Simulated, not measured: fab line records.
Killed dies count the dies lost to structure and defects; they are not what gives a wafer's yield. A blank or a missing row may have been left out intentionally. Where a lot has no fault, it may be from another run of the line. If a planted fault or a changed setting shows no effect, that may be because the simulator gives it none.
Which of the tools did it? | flow nand-harc | 42 wafers from 14 lots sampled at 3 of the route's 1159 steps

## WHAT EACH GAUGE READ, for each wafer
NHARC_A_M0_CD_MEAS_09 targets a cd of 80 nm.
lot  | measured     | on        | cd-nm (nm)
L592 | day 17 19:46 | cd-sem-02 | 80.8 81.0 81.3
L591 | day 17 20:48 | cd-sem-01 | 81.0 81.0 80.1
L593 | day 17 21:43 | cd-sem-02 | 80.0 79.7 78.1
L596 | day 18 02:29 | cd-sem-02 | 81.6 80.4 81.3
L595 | day 18 06:55 | cd-sem-03 | 80.4 79.0 80.4
L594 | day 18 12:34 | cd-sem-03 | 79.2 80.2 80.9
L597 | day 18 21:11 | cd-sem-01 | 79.0 79.9 79.6
L605 | day 20 09:53 | cd-sem-03 | 64.6 66.1 64.2
L604 | day 20 10:13 | cd-sem-03 | 66.9 68.4 67.8
L603 | day 20 17:30 | cd-sem-01 | 72.1 71.2 73.2
L611 | day 22 01:11 | cd-sem-02 | 79.8 80.8 79.9
L610 | day 22 01:37 | cd-sem-02 | 79.1 78.6 78.9
L614 | day 23 05:22 | cd-sem-01 | 80.8 80.0 78.3
L613 | day 23 07:34 | cd-sem-02 | 77.9 79.7 80.3

## WHICH TOOL RAN EACH LOT (tool, then ch and the chambers of the sampled wafers, then the start)
lot  | NHARC_A_BLC_CMP_25            | NHARC_A_M0_EXPOSE_06
L592 | cmp-01 ch 0,2,3, day 17 18:35 | arfi-scanner-02 ch 0, day 17 19:38
L591 | cmp-03 ch 0,1, day 17 19:23   | arfi-scanner-03 ch 0, day 17 20:40
L593 | cmp-03 ch 0,1,3, day 17 20:32 | arfi-scanner-03 ch 0, day 17 21:34
L596 | cmp-02 ch 0,2,3, day 18 01:11 | arfi-scanner-01 ch 0, day 18 02:22
L595 | cmp-02 ch 1,2,3, day 18 05:40 | arfi-scanner-02 ch 0, day 18 06:47
L594 | cmp-01 ch 1,2,3, day 18 11:23 | arfi-scanner-02 ch 0, day 18 12:25
L597 | cmp-01 ch 0,2,3, day 18 19:53 | arfi-scanner-03 ch 0, day 18 21:02
L605 | cmp-02 ch 0,2, day 20 08:37   | arfi-scanner-03 ch 0, day 20 09:45
L604 | cmp-01 ch 0,2,3, day 20 09:02 | arfi-scanner-03 ch 0, day 20 10:04
L603 | cmp-01 ch 0,2, day 20 16:20   | arfi-scanner-03 ch 0, day 20 17:22
L611 | cmp-01 ch 0,3, day 21 23:53   | arfi-scanner-01 ch 0, day 22 01:03
L610 | cmp-02 ch 2,3, day 22 00:17   | arfi-scanner-02 ch 0, day 22 01:28
L614 | cmp-03 ch 1,3, day 23 04:04   | arfi-scanner-02 ch 0, day 23 05:13
L613 | cmp-01 ch 1,2,3, day 23 06:18 | arfi-scanner-01 ch 0, day 23 07:26
- NHARC_A_BLC_CMP_25: polishes, t overpolish 30 s, target thk 150 nm.
- NHARC_A_M0_EXPOSE_06: exposes mask A M0, target cd 80 nm.

## WHAT THE TOOLS THEMSELVES READ (means of the sampled wafers that have a number; where no wafer has one, the mark that the record gives instead)
NHARC_A_BLC_CMP_25.
lot  | tool   | motor-current-A (A) | overpolish-run-s (s) | pad-life-wafers | time-to-endpoint-s (s)
L592 | cmp-01 | 11.7                | 30.002               | 121             | 28
L591 | cmp-03 | 11.8                | 29.998               | 247             | 28
L593 | cmp-03 | 11.9                | 30.004               | 254             | 31
L596 | cmp-02 | 12.6                | 29.989               | 212             | 27
L595 | cmp-02 | 12.4                | 29.994               | 249             | 28
L594 | cmp-01 | 12.2                | 30.001               | 242             | 28
L597 | cmp-01 | 11.5                | 30.005               | 284             | 30
L605 | cmp-02 | 12.5                | 29.996               | 518             | 31
L604 | cmp-01 | 11.9                | 30.000               | 578             | 30
L603 | cmp-01 | 11.7                | 29.998               | 632             | 29
L611 | cmp-01 | 12.0                | 30.006               | 110             | 27
L610 | cmp-02 | 13.0                | 30.003               | 180             | 31
L614 | cmp-03 | 11.2                | 30.010               | 446             | 30
L613 | cmp-01 | 12.2                | 30.012               | 266             | 26

NHARC_A_M0_EXPOSE_06.
lot  | tool            | exposure-dose-mJ-cm2 | focus-offset-nm (nm)
L592 | arfi-scanner-02 | 83.27                | -0.4
L591 | arfi-scanner-03 | 83.42                | 0.3
L593 | arfi-scanner-03 | 83.29                | -0.2
L596 | arfi-scanner-01 | 83.38                | 0.3
L595 | arfi-scanner-02 | 83.15                | 0.2
L594 | arfi-scanner-02 | 83.29                | -0.1
L597 | arfi-scanner-03 | 83.31                | 0.2
L605 | arfi-scanner-03 | 66.72                | 0.2
L604 | arfi-scanner-03 | 69.99                | -0.3
L603 | arfi-scanner-03 | 72.71                | 0.6
L611 | arfi-scanner-01 | 83.30                | 0.3
L610 | arfi-scanner-02 | 83.28                | -0.6
L614 | arfi-scanner-02 | 83.26                | -1.0
L613 | arfi-scanner-01 | 83.22                | 0.0

## THE ANSWER, worked out from the rows above alone
Rule: what is usual is taken from the lots themselves. The widest of any qualifying gaps counts: lots, ordered by their means at a reading, are off when they make up no more than a third of the lots, leave a main group of 4 or more, and stand apart from it by 3 or more times the standard deviation of that group's means. Not used: any main group whose means are identical at the precision the tables above print for the reading. A lot without any number at a reading at which 4 lots or more have one is off too. The other lots that the step has rows for count as sound. After the gauges, taken in route order, come the tools' own readings; for these a lot's mean is taken, as printed above. At the first step where some lot is off, the reading lying furthest off is the one used; lots without a number count as furthest.
Off, at NHARC_A_M0_CD_MEAS_09 on cd-nm: L605, L604, L603. For the main group the mean is 80.0 nm and the standard deviation 0.7.
A tool fits if, at a process step before that reading, it ran every lot that is off, and no sound lot after the first of them. The gauges at NHARC_A_M0_CD_MEAS_09 aren't tried: what is off there is off at NHARC_A_M0_EXPOSE_06 too, on other tools, and a gauge's error can't cause that. One fits: NHARC_A_M0_EXPOSE_06 on arfi-scanner-03. Its last sound lot is L597 (day 18 21:02), its first lot that is off L605 (day 20 09:45): a fault that began between those two fits.
On the lots that are off, the tool's own readings at NHARC_A_M0_EXPOSE_06 differ by more than 5 times the standard deviation of the sound lots' means, which bears it out; exposure-dose-mJ-cm2 reads 69.81 there versus 83.29 on the sound lots.

## WHAT WAS PUT IN BY THE SIMULATOR
Process parameter drift: arfi-scanner-03, from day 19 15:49 on, at NHARC_A_M0_EXPOSE_06. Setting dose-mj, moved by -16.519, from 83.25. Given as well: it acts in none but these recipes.
Struck lots among those shown: L605, L604, L603. The rule above found the same.
